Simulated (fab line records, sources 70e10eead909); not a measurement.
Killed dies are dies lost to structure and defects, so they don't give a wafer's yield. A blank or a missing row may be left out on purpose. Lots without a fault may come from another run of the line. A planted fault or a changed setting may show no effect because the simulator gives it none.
fab line records | flow nand_harc
record lots=7 wafers=21 last_day=24
route steps=1159 shown P_M0@263
lots that met no fault: from a run of the same line without faults
start_h: hours from the record's first day to the start of the lot's first wafer shown | wait_h: hours since the lot's step before | " the same as in the row above | L1.1+2: a row that stands for several wafers | - no value, or no start given | * or withheld: withheld | < > ~ a bound
route shown NAME@n: a module of which the file shows steps, and the number in the route of the first | usual: mean/standard deviation of fault-free wafers | same: alike in all rows | chamber/n: place in a boat | sites: the reading at each site | _std_site: their standard deviation | _edge_site: outer sites' mean less inner sites' | radius_mm: how far each site lies from the wafer's centre | mask NAME#n: copy n | behind: the tool/chamber that last shaped the wafer | hold: why the lot was held/for how many hours/how that ended | device: the transistor (n, p or np) that didn't switch | end of line: the same wafers' tests at the end of the route | a step without rows: its recipe alone | killed: dies lost to structure and defects at the first sort, not the wafer's yield | map: a wafer's dies, x killed, . not, _ none there
set.NAME: the setting as run; set.NAME@STEP: as run at that earlier step | model.NAME: the simulator's own value behind a step, which no gauge read
lots at some steps of the route; a table a step, a row a wafer
services: from which hour (start_h, from the record's first day; less than 0 if before it) a tool's chamber was out of use, for how many hours, and why
## steps
# step NHARC_P_M0_CD_MEAS_09
# recipe target_cd_nm=90 landing_energy_ev=500
# usual cd_nm=90.2/0.69
# columns lot.wafer tool chamber start_h wait_h cd_nm
L878.1 cd_sem-03 0 148.06 - 88.8
L878.3 " 0 " " 89.1
L878.4 " 0 " " 89.4
L880.2 cd_sem-03 0 158.72 - 92.0
L880.3 " 0 " " 91.0
L880.6 " 0 " " 91.4
L882.2 cd_sem-02 0 167.66 - 89.6
L882.3 " 0 " " 90.6
L882.5 " 0 " " 89.9
L884.1 cd_sem-01 0 170.49 - 90.2
L884.3 " 0 " " 91.3
L884.6 " 0 " " 89.9
L885.1 cd_sem-03 0 179.04 - 91.1
L885.2 " 0 " " 91.6
L885.5 " 0 " " 90.9
L886.1 cd_sem-02 0 194.57 - 90.1
L886.3 " 0 " " 90.0
L886.6 " 0 " " 90.9
L897.3 cd_sem-03 0 252.30 - 89.7
L897.4 " 0 " " 89.8
L897.6 " 0 " " 89.9
# step NHARC_P_M0_OVL_MEAS_10
# recipe pitch_nm=180
# usual overlay_x_nm=0.0/0.93 overlay_y_nm=-0.1/0.93
# columns lot.wafer tool chamber start_h wait_h overlay_x_nm overlay_y_nm
L878.1 overlay-02 - 148.15 - -0.7 -2.4
L878.3 " - " " -0.8 -2.9
L878.4 " - " " -0.9 -3.2
L880.2 overlay-02 - 158.82 - 1.9 0.1
L880.3 " - " " 1.7 -0.2
L880.6 " - " " 1.8 0.5
L882.2 overlay-01 - 167.75 - -0.5 -0.8
L882.3 " - " " 0.0 -0.8
L882.5 " - " " -0.1 -0.7
L884.1 overlay-02 - 170.58 - 0.5 0.8
L884.3 " - " " 0.0 0.2
L884.6 " - " " -0.5 0.3
L885.1 overlay-01 - 179.13 - -0.1 0.4
L885.2 " - " " -0.1 -0.1
L885.5 " - " " 0.2 0.0
L886.1 overlay-02 - 194.66 - -0.2 0.8
L886.3 " - " " -0.4 0.7
L886.6 " - " " -0.4 1.4
L897.3 overlay-02 - 252.40 - -0.8 -1.4
L897.4 " - " " -0.8 -1.3
L897.6 " - " " -0.5 -1.2
# step NHARC_P_M0_INSPECT_11
# usual raw_defect_count=4.4/2.7
# columns lot.wafer tool chamber start_h wait_h raw_defect_count
L878.1 defect_inspect-02 - 148.18 0.0 10
L878.3 " - " " 8
L878.4 " - " " 7
L880.2 defect_inspect-01 - 158.86 0.0 4
L880.3 " - " " 4
L880.6 " - " " 2
L882.2 defect_inspect-01 - 167.79 0.0 6
L882.3 " - " " 6
L882.5 " - " " 3
L884.1 defect_inspect-02 - 170.61 0.0 7
L884.3 " - " " 2
L884.6 " - " " 3
L885.1 defect_inspect-01 - 179.17 0.0 4
L885.2 " - " " 5
L885.5 " - " " 4
L886.1 defect_inspect-02 - 194.69 0.0 3
L886.3 " - " " 1
L886.6 " - " " 4
L897.3 defect_inspect-01 - 252.43 0.0 10
L897.4 " - " " 5
L897.6 " - " " 6
# step NHARC_P_M0_DESCUM_14
# recipe time_s=3 o2_flow_sccm=200 ar_flow_sccm=0 bias_power_w=0 chemistry=O2
# usual drypump_motor_current_A=5.7/0.33 oes_product_au=0.997/0.009 rf_vpp_V=58.1/0.9 showerhead_plenum_p_Torr=1.97/0.083 throttle_valve_pct=11.310/0.0086
# columns lot.wafer tool chamber start_h wait_h drypump_motor_current_A oes_product_au rf_hours_counter_h rf_vpp_V showerhead_plenum_p_Torr throttle_valve_pct
L878.3 rie_diel-10 1 148.24 0.1 5.9 0.992 9.3 60.1 2.04 11.296
L878.4 " 2 " " 6.3 0.986 7.9 58.4 2.05 11.338
L878.1 " 3 " " 5.2 1.007 8.6 58.2 2.00 11.302
L880.3 rie_diel-07 2 158.93 0.1 5.4 1.000 6.2 59.4 2.07 11.295
L880.2 " 3 " " 5.4 1.000 6.2 57.1 1.82 11.312
L880.6 " 2 " " 5.4 1.001 - 58.0 2.07 11.320
L882.2 rie_diel-02 1 167.86 0.1 5.6 1.007 0.8 58.4 1.95 11.306
L882.3 " 3 " " 5.7 1.000 0.8 58.0 1.91 11.298
L882.5 " 3 " " 5.7 1.003 - 56.2 1.91 11.314
L884.3 rie_diel-10 0 170.68 0.1 5.6 0.997 10.4 59.0 1.83 11.304
L884.1 " 3 " " 5.2 1.004 9.7 58.0 2.00 11.313
L884.6 " 1 " " 5.9 0.999 - 59.2 2.04 11.318
L885.2 rie_diel-02 1 179.24 0.1 5.6 1.010 1.8 57.1 1.95 11.303
L885.1 " 2 " " 5.9 1.013 0.9 57.8 1.98 11.307
L885.5 " 1 " " 5.6 0.997 - 56.8 1.95 11.298
L886.3 rie_diel-07 2 194.76 0.1 5.4 0.999 9.2 57.8 2.07 11.328
L886.1 " 3 " " 5.4 1.008 8.4 57.6 1.82 11.312
L886.6 " 2 " " 5.4 1.005 - 57.1 2.07 11.285
L897.4 rie_diel-10 0 252.49 0.1 5.7 0.994 4.6 56.2 1.83 11.307
L897.3 " 1 " " 5.9 0.974 5.0 59.0 2.04 11.314
L897.6 " 0 " " 5.7 1.010 - 56.6 1.83 11.327
# step NHARC_P_M0_ETCH_34
# recipe target_depth_a=400 overetch_a=120 time_s=43.94 ion_energy_ev=200 n2_flow_sccm=150 h2_flow_sccm=150 ar_flow_sccm=0 rf_w=400 bias_w=150 chemistry=N2/H2
# step NHARC_P_M0_ETCH_15
# recipe target_depth_a=1500 overetch_a=150 time_s=82.5 c4f8_flow_sccm=withheld ar_flow_sccm=400 rf_w=600 bias_w=300 chemistry=C4F8/Ar
# usual oes_product_au=0.953/0.019 rf_vpp_V=442.4/2.6
# columns lot.wafer tool chamber start_h wait_h oes_product_au rf_hours_counter_h rf_vpp_V
L878.4 rie_diel-10 0 - - 0.968 9.2 438.5
L878.3 " 2 " " 0.942 7.9 445.4
L878.1 " 3 " " 0.983 8.6 442.9
L880.3 rie_diel-07 3 - - 0.958 6.3 438.4
L880.2 " 1 " " 0.955 5.0 446.0
L880.6 " 0 " " 0.960 - 441.4
L882.2 rie_diel-02 3 - - 0.962 0.9 439.2
L882.3 " 0 " " 0.956 0.9 442.9
L882.5 " 0 " " 0.967 - 444.1
L884.3 rie_diel-10 0 - - 0.962 10.4 437.4
L884.1 " 1 " " 0.946 10.7 445.7
L884.6 " 0 " " 0.962 - 438.0
L885.2 rie_diel-02 2 - - 0.984 0.9 442.4
L885.1 " 3 " " 0.970 1.9 439.7
L885.5 " 2 " " 0.986 - 442.8
L886.3 rie_diel-07 1 - - 0.913 7.5 446.4
L886.1 " 0 " " 0.919 7.2 443.2
L886.6 " 2 " " 0.924 - 445.5
L897.4 rie_diel-10 3 - - 0.974 5.0 444.0
L897.3 " 0 " " 0.961 4.6 438.7
L897.6 " 1 " " 0.954 - 443.8
# step NHARC_P_M0_CD_MEAS_16
# usual cd_nm=90.0/0.93
# columns lot.wafer tool chamber start_h wait_h cd_nm
L878.1 cd_sem-02 - 148.55 - 88.6
L878.3 " - " " 89.8
L878.4 " - " " 89.4
L880.2 cd_sem-03 - 159.22 - 91.1
L880.3 " - " " 91.5
L880.6 " - " " 92.0
L882.2 cd_sem-01 - 168.19 - 89.8
L882.3 " - " " 90.3
L882.5 " - " " 90.2
L884.1 cd_sem-03 - 170.98 - 90.4
L884.3 " - " " 90.6
L884.6 " - " " 89.3
L885.1 cd_sem-01 - 179.53 - 91.1
L885.2 " - " " 91.0
L885.5 " - " " 91.0
L886.1 cd_sem-02 - 195.05 - 89.5
L886.3 " - " " 90.4
L886.6 " - " " 91.2
L897.3 cd_sem-01 - 252.80 - 89.5
L897.4 " - " " 88.9
L897.6 " - " " 90.0
# step NHARC_P_M0_STRIP_18
# recipe power_w=1000 n2_flow_sccm=150 h2_flow_sccm=150 ar_flow_sccm=0 bias_w=0 chemistry=N2/H2
# usual drypump_motor_current_A=5.7/0.33 n2_flow_sccm=150.0/0.45 oes_product_au=0.997/0.008 rf_vpp_V=91.0/0.98 showerhead_plenum_p_Torr=2.10/0.087 throttle_valve_pct=14.172/0.0094
# columns lot.wafer tool chamber start_h wait_h drypump_motor_current_A n2_flow_sccm oes_product_au rf_hours_counter_h rf_vpp_V showerhead_plenum_p_Torr throttle_valve_pct
L878.3 rie_diel-07 1 148.62 0.1 5.3 150.0 0.998 5 91.0 2.20 14.162
L878.4 " 2 " " 5.4 149.9 1.005 6 91.3 2.21 14.180
L878.1 " 0 " " 5.8 150.1 0.999 5 89.9 2.07 14.169
L880.2 rie_diel-10 3 159.29 0.1 5.2 150.2 1.003 9 91.2 2.13 14.181
L880.3 " 1 " " 5.9 150.0 0.990 10 93.0 2.18 14.169
L880.6 " 0 " " 5.6 149.7 1.001 - 89.4 1.95 14.166
L882.3 rie_diel-02 1 168.30 0.1 5.6 149.4 1.002 1 90.5 2.08 14.175
L882.2 " 3 " " 5.7 149.6 1.004 1 90.0 2.03 14.170
L882.5 " 3 " " 5.7 150.3 0.995 - 91.7 2.03 14.178
L884.1 rie_diel-02 3 171.06 0.1 5.7 150.6 0.995 1 90.8 2.03 14.172
L884.3 " 0 " " 6.2 150.1 1.012 1 90.3 2.13 14.175
L884.6 " 0 " " 6.2 150.2 1.008 - 91.5 2.13 14.176
L885.1 rie_diel-02 1 179.60 0.1 5.7 150.1 1.002 2 90.5 2.08 14.172
L885.2 " 2 " " 5.9 150.0 0.995 1 91.0 2.12 14.181
L885.5 " 1 " " 5.7 149.5 0.998 - 89.8 2.08 14.172
L886.1 rie_diel-10 3 195.13 0.1 5.2 149.8 1.009 1 91.5 2.13 14.159
L886.3 " 0 " " 5.7 150.5 1.015 1 89.8 1.95 14.175
L886.6 " 0 " " 5.7 150.1 1.014 - 91.8 1.95 14.168
L897.4 rie_diel-10 3 252.89 0.1 5.2 150.7 0.995 5 91.4 2.13 14.184
L897.3 " 0 " " 5.7 150.5 1.016 5 89.6 1.95 14.167
L897.6 " 3 " " 5.2 150.5 1.000 - 91.3 2.13 14.176
# step NHARC_P_M0_STRIP_19
# recipe time_s=600 temp_c=30 chemistry=post_etch_residue_remover
# step NHARC_P_M0_DEGAS_28
# recipe temp_c=250 time_s=60
# usual heater_power_w=331/26
# columns lot.wafer tool chamber start_h wait_h heater_power_w
L878.3 pvd_sputter-02 - 149.17 - 318
L878.1 " - " " 305
L878.4 " - " " 310
L880.2 pvd_sputter-02 - 159.86 - 310
L880.3 " - " " 307
L880.6 " - " " 312
L882.2 pvd_sputter-02 - 168.88 - 308
L882.3 " - " " 299
L882.5 " - " " 318
L884.1 pvd_sputter-03 - 171.61 - 348
L884.3 " - " " 303
L884.6 " - " " 351
L885.1 pvd_sputter-01 - 180.15 - 313
L885.2 " - " " 341
L885.5 " - " " 334
L886.1 pvd_sputter-02 - 195.74 - 302
L886.3 " - " " 321
L886.6 " - " " 304
L897.4 pvd_sputter-02 - 253.42 - 310
L897.3 " - " " 304
L897.6 " - " " 293
# step NHARC_P_M0_PRE_CLEAN_29
# recipe time_s=30 temp_c=280 gas=H2/He
# step NHARC_P_M0_PVD_20
# recipe target_thk_a=50 bias_v=168.6 power_w=15000 chamber_pressure_pa=0.12 time_s=8.06 substrate_temp_c=50 material=TaN
# usual bias_v=168.8/1.5 cathode_dc_power_W=15000/2.9 chamber_pressure_pa=0.12/0.00027 throttle_valve_pct=30.2/1.6
# columns lot.wafer tool chamber start_h wait_h bias_v cathode_dc_power_W chamber_pressure_pa throttle_valve_pct
L878.4 pvd_sputter-02 - - - 167.8 15001 0.12003 31.0
L878.1 " - " " 168.7 14995 0.11994 28.9
L878.3 " - " " 170.3 15001 0.11977 26.3
L880.3 pvd_sputter-02 - - - 170.2 15002 0.11981 31.2
L880.2 " - " " 169.7 15000 0.11998 29.0
L880.6 " - " " 170.9 14998 0.11999 31.5
L882.3 pvd_sputter-02 - - - 167.1 15003 0.12001 28.9
L882.2 " - " " 169.5 14999 0.12024 31.1
L882.5 " - " " 169.0 15000 0.12003 28.8
L884.3 pvd_sputter-03 - - - 172.3 15000 0.12043 28.7
L884.1 " - " " 166.6 15002 0.12 29.8
L884.6 " - " " 166.3 14997 0.11989 31.7
L885.1 pvd_sputter-01 - - - 167.3 14992 0.12046 32.0
L885.2 " - " " 169.2 15001 0.1199 31.0
L885.5 " - " " 166.6 15001 0.12038 32.5
L886.3 pvd_sputter-02 - - - 170.2 15003 0.1198 29.5
L886.1 " - " " 168.0 14998 0.11989 28.7
L886.6 " - " " 168.0 14999 0.12009 31.5
L897.4 pvd_sputter-02 - - - 167.3 14999 0.11982 30.7
L897.3 " - " " 168.4 14998 0.12009 29.3
L897.6 " - " " 166.7 14998 0.11949 30.7
# step NHARC_P_M0_PVD_21
# recipe target_thk_a=300 chamber_pressure_pa=5 power_w=5000 substrate_temp_c=30 time_s=20.49 material=Cu
# usual cathode_dc_power_W=5000.0/0.89 chamber_pressure_pa=5.000/0.0097 throttle_valve_pct=30.1/1.6
# columns lot.wafer tool chamber start_h wait_h cathode_dc_power_W chamber_pressure_pa throttle_valve_pct
L878.4 pvd_sputter-02 - 149.39 - 5000.1 5.014 29.4
L878.1 " - " " 5001.1 4.991 26.4
L878.3 " - " " 4998.0 5.013 31.3
L880.3 pvd_sputter-02 - 160.15 - 4998.5 5.019 28.8
L880.2 " - " " 4999.7 4.986 26.2
L880.6 " - " " 4999.7 4.989 28.6
L882.2 pvd_sputter-02 - 169.09 - - - -
L882.3 " - " " - - -
L882.5 " - " " - - -
L884.1 pvd_sputter-03 - 171.84 - - - -
L884.3 " - " " - - -
L884.6 " - " " - - -
L885.1 pvd_sputter-01 - 180.39 - - - -
L885.2 " - " " - - -
L885.5 " - " " - - -
L886.1 pvd_sputter-02 - 195.96 - 4998.7 5.002 31.6
L886.3 " - " " 4998.0 4.993 29.3
L886.6 " - " " 4999.1 5.000 31.4
L897.3 pvd_sputter-02 - 253.63 - 4999.5 4.993 29.5
L897.4 " - " " 4999.8 5.011 30.9
L897.6 " - " " 5000.6 5.003 26.5
# step NHARC_P_M0_ECD_22
# recipe target_thk_a=4000 bath_temp_c=25 material=Cu
## services
# columns tool chamber start_h hours kind
rie_diel-02 2 125.84 5.7 repair
rie_diel-10 0 131.08 - clean
rie_diel-10 1 131.08 - clean
rie_diel-10 2 131.08 - clean
rie_diel-10 3 131.08 - clean
rie_diel-10 2 134.76 5.2 repair
pvd_sputter-01 - 140.29 1.6 repair
rie_diel-02 - 150.70 9.0 pm
rie_diel-10 0 155.58 - clean
rie_diel-10 1 155.58 - clean
rie_diel-10 2 155.58 - clean
rie_diel-10 3 155.58 - clean
pvd_sputter-01 - 158.02 10.0 pm
rie_diel-07 3 176.04 5.4 repair
rie_diel-10 - 176.50 9.0 pm
rie_diel-10 0 176.50 9.0 vent_cycle
rie_diel-10 1 176.50 9.0 vent_cycle
rie_diel-10 2 176.50 9.0 vent_cycle
rie_diel-10 3 176.50 9.0 vent_cycle
rie_diel-10 0 185.50 - clean
rie_diel-10 2 191.69 14.2 repair
pvd_sputter-02 - 214.00 10.0 pm
pvd_sputter-03 - 227.85 3.2 repair
rie_diel-07 - 228.20 9.0 pm
## key
first_sign step=NHARC_P_M0_PVD_21 reading=tool_record direction=missing
effect none on later readings
met_at NHARC_P_M0_PVD_21
struck_wafers L882.2,L882.3,L882.5,L884.1,L884.3,L884.6,L885.1,L885.2,L885.5
later_rows_left_out L882.2,L882.3,L882.5,L884.1,L884.3,L884.6,L885.1,L885.2,L885.5
sort_left_out L882.2,L882.3,L882.5,L884.1,L884.3,L884.6,L885.1,L885.2,L885.5
onset_between 160.15 169.09
fault kind=skipped_step_whole tool=pvd_sputter-01,pvd_sputter-02,pvd_sputter-03 chamber=- onset_h=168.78 steps=NHARC_P_M0_PVD_21 scope=struck_lots_only
# sort_left_out: the simulated sort isn't trusted on such a fault, so these wafers' sort isn't shown, and their yield isn't known
# later_rows_left_out: the simulator's readings of these wafers behind a module that went badly wrong aren't trusted and aren't shown, but for the sort
